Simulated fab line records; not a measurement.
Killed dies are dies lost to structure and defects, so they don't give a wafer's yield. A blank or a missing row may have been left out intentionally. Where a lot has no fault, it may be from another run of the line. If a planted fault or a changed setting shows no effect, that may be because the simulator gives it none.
fab line records | flow n5_finfet | part 2 of 2: steps 5 to 6 of 6
[record] lots = 23 wafers = 69 last_day = 19
route steps=1938 shown BEOL_M10@1503 BEOL_M11@1549
lots with no fault: from the same line, run without faults
start_h: the number of hours between the record's first day and the start of the first shown wafer of the lot | wait_h: hours elapsed since this lot's preceding step | " repeats the value in the row above | L1.1+2: a row that stands for several wafers | - no value present, or no start provided | * or withheld: withheld | < > ~ a bound
route shown NAME@n: a module of which the file shows steps, and the number in the route of the first | usual: mean and standard deviation over wafers with no fault | same: alike in all rows | chamber/n: place in a boat | sites: readings site by site | _std_site: standard deviation across them | _edge_site: inner sites' mean taken away from outer sites' mean | radius_mm: how far each site lies from the wafer's centre | mask NAME#n: copy n | behind: tool/chamber where the wafer was last shaped | hold: why the lot went on hold/how many hours it stayed there/how the hold came to an end | device: transistor that didn't switch, given as n, p or np | end of line: tests run on the same wafers once the route is complete | step lacking rows: just its recipe | killed: dies lost to structure and defects at the first sort, not the wafer's yield | map: the dies of a wafer, with x for killed, . for not killed, _ for no die there
set.NAME: the setting that was run; set.NAME@STEP: the one run at that earlier step | model.NAME: the simulator's own value behind a step, which no gauge read
steps of the route over a sample of lots; a table a step, a row a wafer
services: a tool's chamber out of use, with start hour (start_h, from the record's first day; less than 0 if before it), hours out, and reason
[[steps]]
[step N5_BEOL_M11_ETCH_66]
[recipe] chemistry = N2/H2 target = SOC target_depth_a = 1200 overetch_a = 240 mask_material = SiARC temp_c = 40 time_s = 180 ion_energy_ev = 200 pressure_mtorr = 30 source_w = 840 bias_w = 150 n2_flow_sccm = 200 h2_flow_sccm = 200
[usual] drypump_motor_current_A = 5.73/0.3 h2_flow_sccm = 200.0/0.65 oes_product_au = 0.62/0.061 rf_vpp_V = 523.3/2.7 showerhead_plenum_p_Torr = 2.52/0.097 temp_c = 40.00/0.095 throttle_valve_pct = 17.82/0.25
// columns lot.wafer tool chamber start_h wait_h drypump_motor_current_A h2_flow_sccm oes_product_au rf_hours_counter_h rf_vpp_V showerhead_plenum_p_Torr temp_c throttle_valve_pct
L075.3 rie_diel-06 2 244.71 0.0 6.01 200.1 0.59 140 520.6 2.47 39.92 18.17
L075.4 " 1 " " 6.27 200.3 0.58 227 519.7 2.42 39.90 17.68
L075.6 " 3 " " 5.41 199.9 0.67 - 529.2 2.69 40.11 17.84
L078.2 rie_diel-05 3 297.66 0.0 5.78 200.0 0.65 119 522.2 2.46 40.06 17.54
L078.3 " 1 " " 5.16 200.2 0.57 206 519.6 2.40 40.07 17.93
L078.6 " 3 " " 5.78 200.7 0.65 - 521.0 2.46 40.09 17.54
L077.1 rie_diel-06 0 298.13 0.0 5.90 199.9 0.60 176 527.4 2.63 39.96 17.97
L077.2 " 3 " " 5.42 199.4 0.65 78 528.4 2.68 40.21 17.85
L077.5 " 2 " " 6.01 201.1 0.59 - 521.8 2.46 40.02 18.21
L076.1 rie_diel-06 0 302.90 0.0 5.90 200.0 0.59 178 525.3 2.63 40.08 17.98
L076.5 " 3 " " 5.43 200.0 0.65 - 527.5 2.68 39.95 17.87
L076.6 " 2 " " 6.03 199.2 0.59 - 521.0 2.46 40.05 18.22
L083.1 rie_diel-05 0 306.27 0.0 5.75 199.6 0.58 219 523.8 2.50 39.96 17.86
L083.2 " 1 " " 5.20 201.4 0.57 208 521.1 2.39 39.88 17.94
L083.5 " 0 " " 5.76 200.4 0.57 - 523.4 2.50 39.88 17.88
L080.1 rie_diel-05 0 311.35 0.0 5.79 198.8 0.57 221 523.5 2.50 39.98 17.87
L080.3 " 2 " " 5.68 200.3 0.77 10 523.1 2.49 40.07 17.74
L080.4 " 3 " " 5.76 201.0 0.64 123 520.7 2.46 40.01 17.55
L081.1 rie_diel-06 3 312.07 0.0 5.41 199.9 0.64 83 527.7 2.68 40.10 17.86
L081.2 " 2 " " 6.02 199.3 0.58 156 520.7 2.46 40.06 18.22
L081.4 " 0 " " 5.90 201.8 0.59 181 526.8 2.62 40.00 17.96
L079.1 rie_diel-06 0 321.03 0.0 5.92 198.5 0.59 183 525.4 2.62 39.87 17.94
L079.2 " 3 " " 5.43 198.6 0.65 86 526.5 2.68 40.03 17.85
L079.3 " 1 " " 6.28 199.1 0.58 244 520.5 2.41 40.08 17.72
L082.1 rie_diel-05 0 323.34 0.0 5.79 200.7 0.57 225 522.9 2.50 39.95 17.87
L082.2 " 2 " " 5.64 199.5 0.76 13 522.4 2.49 39.99 17.76
L082.5 " 0 " " 5.75 200.2 0.58 - 523.3 2.50 39.89 17.87
L084.2 rie_diel-05 0 335.38 0.0 5.73 198.9 0.57 229 522.4 2.50 40.04 17.88
L084.4 " 2 " " 5.69 201.3 0.75 17 522.0 2.49 39.91 17.77
L084.6 " 2 " " 5.67 200.5 0.75 - 522.9 2.49 39.84 17.76
L086.1 rie_diel-01 3 339.10 0.0 5.85 199.3 0.68 51 525.0 2.55 39.93 17.27
L086.2 " 0 " " 5.64 200.5 0.63 119 521.6 2.45 40.08 17.42
L086.4 " 1 " " 6.12 199.8 0.64 - 525.5 2.57 40.10 18.00
L085.3 rie_diel-06 0 343.24 0.0 5.91 199.8 0.58 191 526.9 2.62 40.21 18.00
L085.5 " 0 " " 5.94 199.2 0.58 - 526.2 2.62 39.99 17.98
L085.6 " 3 " " 5.44 200.4 0.63 - 526.7 2.68 40.03 17.88
L088.1 rie_diel-01 3 344.96 0.0 5.86 199.6 0.69 53 524.6 2.55 40.12 17.27
L088.2 " 0 " " 5.67 201.1 0.63 121 522.6 2.45 39.97 17.43
L088.4 " 1 " " 6.10 199.2 0.64 - 525.2 2.57 40.10 18.00
L087.4 rie_diel-05 0 352.69 0.1 5.77 200.6 0.57 - 523.7 2.49 39.99 17.91
L087.5 " 3 " " 5.77 200.5 0.63 - 521.7 2.45 40.03 17.57
L087.6 " 1 " " 5.15 199.8 0.56 - 520.6 2.39 39.99 17.97
L091.1 rie_diel-06 3 360.34 0.0 5.42 200.7 0.63 100 528.3 2.67 39.93 17.88
L091.3 " 1 " " 6.25 199.2 0.80 0 528.4 2.73 39.94 17.24
L091.6 " 3 " " 5.42 201.0 0.63 - 527.3 2.67 39.91 17.87
L089.1 rie_diel-01 0 373.70 0.0 5.65 200.1 0.62 128 521.7 2.44 40.07 17.45
L089.3 " 2 " " 5.66 200.3 0.74 10 524.8 2.61 39.93 17.82
L089.5 " 3 " " 5.85 199.5 0.68 - 525.3 2.55 39.91 17.30
L093.1 rie_diel-06 1 377.71 0.0 6.27 199.6 0.77 6 527.7 2.73 39.94 17.27
L093.3 " 0 " " 5.91 200.4 0.57 204 525.6 2.61 39.86 18.01
L093.5 " 1 " " 6.26 200.3 0.78 - 529.9 2.73 39.94 17.25
L090.1 rie_diel-05 2 380.49 0.0 5.65 199.9 0.73 28 522.9 2.48 39.66 17.78
L090.2 " 0 " " 5.79 200.0 0.56 243 521.6 2.49 40.12 17.89
L090.4 " 1 " " 5.16 199.7 0.56 231 521.2 2.39 40.06 17.99
L094.1 rie_diel-05 3 387.34 0.0 5.77 200.7 0.63 147 519.7 2.45 40.19 17.58
L094.2 " 0 " " 5.81 200.0 0.56 245 523.6 2.49 40.16 17.91
L094.5 " 1 " " 5.22 200.0 0.56 - 519.6 2.38 39.93 17.99
L092.3 rie_diel-01 2 387.47 0.0 5.65 199.1 0.73 15 525.1 2.61 39.97 17.83
L092.4 " 1 " " 6.11 200.6 0.62 125 524.7 2.57 40.00 18.01
L092.5 " 2 " " 5.66 199.5 0.73 - 526.8 2.61 39.84 17.82
L095.1 rie_diel-05 3 393.63 0.0 5.76 199.4 0.62 149 521.5 2.45 39.91 17.58
L095.5 " 2 " " 5.67 199.7 0.73 - 522.2 2.48 40.07 17.78
L095.6 " 1 " " 5.18 200.6 0.55 - 521.0 2.38 40.14 18.00
L096.3 rie_diel-05 1 410.67 0.0 5.16 201.2 0.55 241 522.6 2.38 39.98 18.02
L096.5 " 1 " " 5.16 199.8 0.55 - 518.8 2.38 39.97 18.01
L096.6 " 2 " " 5.65 200.7 0.72 - 521.6 2.48 39.96 17.79
L097.1 rie_diel-06 2 414.96 0.0 6.01 200.0 0.57 191 520.2 2.44 39.99 18.27
L097.3 " 1 " " 6.27 199.6 0.75 18 528.5 2.72 39.95 17.28
L097.5 " 0 " " 5.89 201.2 0.56 - 526.4 2.61 39.84 18.02
[step N5_BEOL_M11_SPUTTER_48]
[recipe] material = Cu target_thk_a = 120 temp_c = -20 bias_v = 60 power_w = 26000 chamber_pressure_pa = 0.13 time_s = 2
[usual] bias_v = 60.0/0.6 chuck_gas_flow_sccm = 1.25/0.055 throttle_valve_pct = 29.9/1.3
// columns lot.wafer tool chamber start_h wait_h bias_v chuck_gas_flow_sccm throttle_valve_pct
L075.3 pvd_sputter-03 - 247.90 0.5 60.0 1.22 28.9
L075.4 " - " " 61.2 1.20 27.9
L075.6 " - " " 60.0 1.31 27.9
L078.2 pvd_sputter-03 - 299.28 0.1 59.5 1.27 29.3
L078.3 " - " " 59.9 1.24 28.9
L078.6 " - " " 60.3 1.24 28.9
L077.1 pvd_sputter-01 - 300.24 0.1 60.1 1.20 31.0
L077.2 " - " " 60.0 1.12 30.7
L077.5 " - " " 58.3 1.25 30.8
L076.1 pvd_sputter-02 - 304.88 0.2 59.7 1.22 28.9
L076.5 " - " " 60.3 1.35 31.3
L076.6 " - " " 61.3 1.17 30.5
L083.1 pvd_sputter-03 - 308.14 0.1 59.6 1.31 29.7
L083.2 " - " " 59.5 1.29 28.9
L083.5 " - " " 60.3 1.32 28.0
L080.1 pvd_sputter-01 - 313.25 0.1 60.3 1.23 28.5
L080.3 " - " " 59.1 1.17 31.2
L080.4 " - " " 61.4 1.14 32.7
L081.1 pvd_sputter-03 - 313.78 0.1 60.0 1.26 28.8
L081.2 " - " " 60.7 1.19 27.7
L081.4 " - " " 59.5 1.22 28.9
L079.1 pvd_sputter-03 - 323.12 0.3 60.3 1.21 29.6
L079.2 " - " " 59.8 1.28 28.9
L079.3 " - " " 60.0 1.33 28.8
L082.1 pvd_sputter-01 - 326.13 0.1 59.5 1.25 28.5
L082.2 " - " " 60.3 1.31 32.7
L082.5 " - " " 58.6 1.28 28.6
L084.2 pvd_sputter-03 - 337.66 0.2 59.6 1.33 29.5
L084.4 " - " " 60.4 1.26 28.9
L084.6 " - " " 60.1 1.19 28.6
L086.1 pvd_sputter-02 - 341.04 0.1 59.0 1.25 28.9
L086.2 " - " " 59.4 1.24 31.6
L086.4 " - " " 59.8 1.26 31.2
L085.3 pvd_sputter-02 - 344.75 0.1 59.7 1.25 31.4
L085.5 " - " " 60.0 1.24 31.4
L085.6 " - " " 59.9 1.17 28.9
L088.1 pvd_sputter-01 - 347.79 0.1 60.6 1.21 30.7
L088.2 " - " " 59.4 1.21 28.7
L088.4 " - " " 59.3 1.28 32.7
L087.4 pvd_sputter-01 - 354.53 0.2 60.3 1.27 28.5
L087.5 " - " " 59.0 1.26 32.7
L087.6 " - " " 59.6 1.34 28.4
L091.1 pvd_sputter-02 - 362.64 0.3 60.1 1.26 28.9
L091.3 " - " " 59.2 1.27 31.1
L091.6 " - " " 58.9 1.21 30.1
L089.1 pvd_sputter-02 - 375.76 0.1 60.3 1.22 29.8
L089.3 " - " " 59.8 1.20 28.8
L089.5 " - " " 59.4 1.19 31.1
L093.1 pvd_sputter-03 - 379.76 0.2 60.2 1.31 29.8
L093.3 " - " " 59.7 1.21 28.9
L093.5 " - " " 60.1 1.28 29.0
L090.1 pvd_sputter-02 - 382.68 0.3 60.5 1.30 31.1
L090.2 " - " " 61.0 1.29 28.8
L090.4 " - " " 60.4 1.25 30.4
L094.1 pvd_sputter-03 - 390.35 0.1 59.7 1.16 28.8
L094.2 " - " " 61.4 1.18 28.6
L094.5 " - " " 60.3 1.26 29.1
L092.3 pvd_sputter-03 - 390.43 0.2 60.6 1.30 28.9
L092.4 " - " " 60.5 1.30 29.8
L092.5 " - " " 59.9 1.23 29.1
L095.1 pvd_sputter-02 - 397.04 0.1 59.6 1.25 28.9
L095.5 " - " " 60.1 1.22 30.3
L095.6 " - " " 60.1 1.29 31.4
L096.3 pvd_sputter-01 - 412.53 0.1 60.0 1.29 28.4
L096.5 " - " " 59.1 1.30 28.7
L096.6 " - " " 59.7 1.19 30.6
L097.1 pvd_sputter-02 - 417.18 0.1 59.0 1.10 28.8
L097.3 " - " " 59.4 1.29 31.4
L097.5 " - " " 59.4 1.24 31.1
[[services]]
// columns tool chamber start_h hours kind
rie_metal-01 - 219.62 2.8 pm
rie_diel-01 1 226.27 14.9 repair
rie_diel-01 3 231.16 2.1 repair
rie_diel-01 1 243.55 4.0 repair
rie_diel-04 2 244.17 16.4 repair
rie_diel-05 2 245.07 - clean
rie_diel-05 2 245.07 - consumable_replace:focus_ring
rie_diel-05 2 245.07 17.8 scheduled_down
rie_diel-05 2 245.07 17.8 vent_cycle
rie_diel-05 2 283.64 2.9 repair
rie_diel-02 1 286.15 11.8 repair
rie_diel-05 2 290.80 7.5 repair
rie_metal-02 0 304.83 6.8 repair
rie_diel-02 3 333.88 28.2 repair
rie_diel-05 2 344.91 8.1 repair
rie_diel-01 1 352.91 9.1 repair
rie_diel-03 1 359.08 5.1 repair
rie_diel-01 0 360.33 9.2 repair
rie_metal-03 - 392.47 2.8 pm
rie_diel-04 2 395.37 6.0 repair
rie_diel-02 - 402.40 1.1 repair
rie_diel-05 0 405.95 - clean
rie_diel-05 0 405.95 - consumable_replace:focus_ring
rie_diel-05 0 405.95 18.7 scheduled_down
